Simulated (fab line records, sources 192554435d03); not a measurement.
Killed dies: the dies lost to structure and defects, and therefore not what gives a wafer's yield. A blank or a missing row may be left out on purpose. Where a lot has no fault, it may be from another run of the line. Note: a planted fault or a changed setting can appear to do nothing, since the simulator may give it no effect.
The tool behind it: which one? || flow n5-finfet || 10 lots, 28 wafers sampled, at 1 step of a route of 1938

== WHAT THE GAUGES SHOWED, per wafer ==
N5_BEOL_M14_CD_MEAS_17: target cd 250 nm. Usual: 250.0 nm for cd-nm, sd 2.5.
{"lot": "L893", "measured": "day 11 16:10", "on": "cd-sem-03", "cd-nm (nm)": "247.3 248.4 246.3", "flag": ""}
{"lot": "L895", "measured": "day 12 14:03", "on": "cd-sem-03", "cd-nm (nm)": "247.0 247.3 248.6", "flag": ""}
{"lot": "L898", "measured": "day 12 23:07", "on": "cd-sem-01", "cd-nm (nm)": "246.7 250.0 247.1", "flag": ""}
{"lot": "L897", "measured": "day 13 11:44", "on": "cd-sem-01", "cd-nm (nm)": "251.0 251.1", "flag": ""}
{"lot": "L899", "measured": "day 13 12:31", "on": "cd-sem-02", "cd-nm (nm)": "247.0 250.2", "flag": ""}
{"lot": "L907", "measured": "day 15 07:23", "on": "cd-sem-03", "cd-nm (nm)": "253.1 250.5 248.4", "flag": ""}
{"lot": "L905", "measured": "day 15 07:27", "on": "cd-sem-01", "cd-nm (nm)": "249.4 251.6 246.6", "flag": ""}
{"lot": "L909", "measured": "day 15 08:24", "on": "cd-sem-01", "cd-nm (nm)": "249.5 247.4 245.6", "flag": ""}
{"lot": "L908", "measured": "day 15 09:05", "on": "cd-sem-01", "cd-nm (nm)": "252.7 249.8 251.2", "flag": ""}
{"lot": "L913", "measured": "day 17 02:30", "on": "cd-sem-02", "cd-nm (nm)": "249.6 249.5 245.4", "flag": ""}

== EACH LOT AND THE TOOL THAT RAN IT (in order: tool; ch and the chambers of the sampled wafers; start) ==
The record holds no process step before these readings.

== WHAT THE TOOLS THEMSELVES READ (means of the sampled wafers that have a number; where no wafer has one, the mark that the record gives instead) ==
The record holds no such reading with a usual standard deviation.

== THE ANSWER, worked out from the rows above alone ==
Rule: take the mean of a lot's wafers that have a number; if it is more than 3 standard deviations from the usual mean, the lot is off. Also off: a lot with no number at a reading for which 4 or more lots have one. The other lots that the step has rows for count as sound. The gauges are gone through in route order, then the tools' own readings, and for those a lot's mean is taken as printed above. The first step at which some lot is off is used, and at that step the reading that is off furthest; a lot without a number counts as furthest.
Across all readings shown, no lot is off: no conclusion can be drawn from this.

== WHAT THE SIMULATOR HAD PUT IN ==
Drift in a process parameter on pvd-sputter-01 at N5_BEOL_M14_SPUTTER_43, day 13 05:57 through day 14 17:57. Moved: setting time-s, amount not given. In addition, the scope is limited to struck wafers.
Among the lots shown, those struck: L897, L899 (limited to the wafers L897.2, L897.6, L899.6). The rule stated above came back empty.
